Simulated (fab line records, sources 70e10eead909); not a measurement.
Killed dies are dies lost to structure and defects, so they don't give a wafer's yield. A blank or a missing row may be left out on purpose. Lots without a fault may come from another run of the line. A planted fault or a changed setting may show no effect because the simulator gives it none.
Problem report in the 8D (eight disciplines) form, filled by code | flow nand_harc | the parts of the form that need people (team, actions taken, sign-off) are left out

1. THE PROBLEM
run_length_s at NHARC_A_STAIRCASE_TRIM_198 reads a mean of 168.1 s on 1 wafer of 1 lot; wafers without a fault read 232.5 s with a standard deviation of 0.38. That is -99 or more standard deviations from the usual mean.
The step: chemistry O2, time 211.2 s.
First seen on wafer L845.4, day 15 11:56, on rie_diel-09. The record holds 36 wafers of 12 lots with a number at this step. Rule for "out", or "out of limits": more than 4 standard deviations from the usual mean. The other wafers with a number count as sound.

2. WHAT IT IS AND WHAT IT IS NOT
question                    | is                | is not
which readings at this step | run_length_s      | drypump_motor_current_A, oes_product_au, showerhead_plenum_p_Torr, throttle_valve_pct
which lots                  | L845              | L828, L829, L830, L831, L832, L833, L835, L836, L837, L838, L839
which wafers of those lots  | L845.4            | L845.1, L845.3
read on which tools         | rie_diel-09       | rie_diel-11, rie_diel-13
when                        | from day 15 11:56 | up to then (35 sound wafers)

3. SUSPECTS, AND WHAT RULES EACH OUT
Counting: a tool at a process step up to the reading stays a suspect if it ran every lot that is out. Sound lots after the first of them don't rule it out here, since some wafers of a struck lot are sound.
- rie_diel-13 at NHARC_A_STAIRCASE_ETCH_23 (etches the open film in C4F8/O2, target depth 100 nm, time 40.5 s): kept. It ran the lot that is out, L845 (day 15 11:56); its last sound lot up to then is L839 (day 14 07:43). NHARC_A_STAIRCASE_ETCH_23 gives no start for some lots, so the hours and the order of its lots are those of NHARC_A_STAIRCASE_TRIM_198.
- rie_diel-13 at NHARC_A_STAIRCASE_TRIM_26 (chemistry O2, time 211.2 s): kept. It ran the lot that is out, L845 (day 15 11:56); its last sound lot up to then is L839 (day 14 07:43). NHARC_A_STAIRCASE_TRIM_26 gives no start for some lots, so the hours and the order of its lots are those of NHARC_A_STAIRCASE_TRIM_198.
- rie_diel-13 at NHARC_A_STAIRCASE_ETCH_190 (etches the open film in C4F8/O2, target depth 100 nm, time 40.5 s): kept. It ran the lot that is out, L845 (day 15 11:56); its last sound lot up to then is L832 (day 11 23:11). NHARC_A_STAIRCASE_ETCH_190 gives no start for some lots, so the hours and the order of its lots are those of NHARC_A_STAIRCASE_TRIM_198.
- rie_diel-09 at NHARC_A_STAIRCASE_TRIM_198 (chemistry O2, time 211.2 s): kept. It ran the lot that is out, L845 (day 15 11:56); its last sound lot up to then is L838 (day 13 10:00). Its own readings are out on those wafers: run_length_s.
- Within rie_diel-13 at NHARC_A_STAIRCASE_ETCH_23: the wafers that are out ran in chamber 3; their sound lot-mates ran in chambers 1, 2.
- Within rie_diel-13 at NHARC_A_STAIRCASE_TRIM_26: the wafers that are out ran in chamber 1; their sound lot-mates ran in chambers 0, 3.
- Within rie_diel-13 at NHARC_A_STAIRCASE_ETCH_190: the wafers that are out ran in chamber 2; their sound lot-mates ran in chambers 0, 1.
- Within rie_diel-09 at NHARC_A_STAIRCASE_TRIM_198: the wafers that are out ran in chamber 0; their sound lot-mates ran in chambers 2, 3.
Left after counting: rie_diel-13 at NHARC_A_STAIRCASE_ETCH_23, rie_diel-13 at NHARC_A_STAIRCASE_TRIM_26, rie_diel-13 at NHARC_A_STAIRCASE_ETCH_190, rie_diel-09 at NHARC_A_STAIRCASE_TRIM_198.

4. THE CAUSE (what the simulator had put in)
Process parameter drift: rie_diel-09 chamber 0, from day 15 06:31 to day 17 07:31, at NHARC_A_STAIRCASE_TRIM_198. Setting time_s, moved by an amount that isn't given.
Counting left 4 suspects, and this tool is among them.

5. THE CHAIN OF EFFECTS, in route order
Each row: a reading whose mean over the struck wafers that have a number lies more than 3 standard deviations from the usual. Only readings for which the record gives a usual standard deviation are gone through. hours: the time from each lot's start at the first step in this table that gives one to its start at this step, as a median over the lots. sigmas: the change in usual standard deviations.
hours | step                       | reading      | usual   | on struck wafers | change | sigmas
0     | NHARC_A_STAIRCASE_TRIM_198 | run_length_s | 232.5 s | 168.1            | -64.4  | -99 or more
The process steps in it:
- NHARC_A_STAIRCASE_TRIM_198: chemistry O2, time 211.2 s.
Later measuring or inspecting steps at which every struck wafer that the step has a row for has a number for every such reading, and none has moved that far: NHARC_END_SORT_01.

6. WHAT WOULD HAVE CAUGHT IT SOONER
In this record the first reading out of limits was taken at day 15 11:56, 5 hours after the fault began at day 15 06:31.
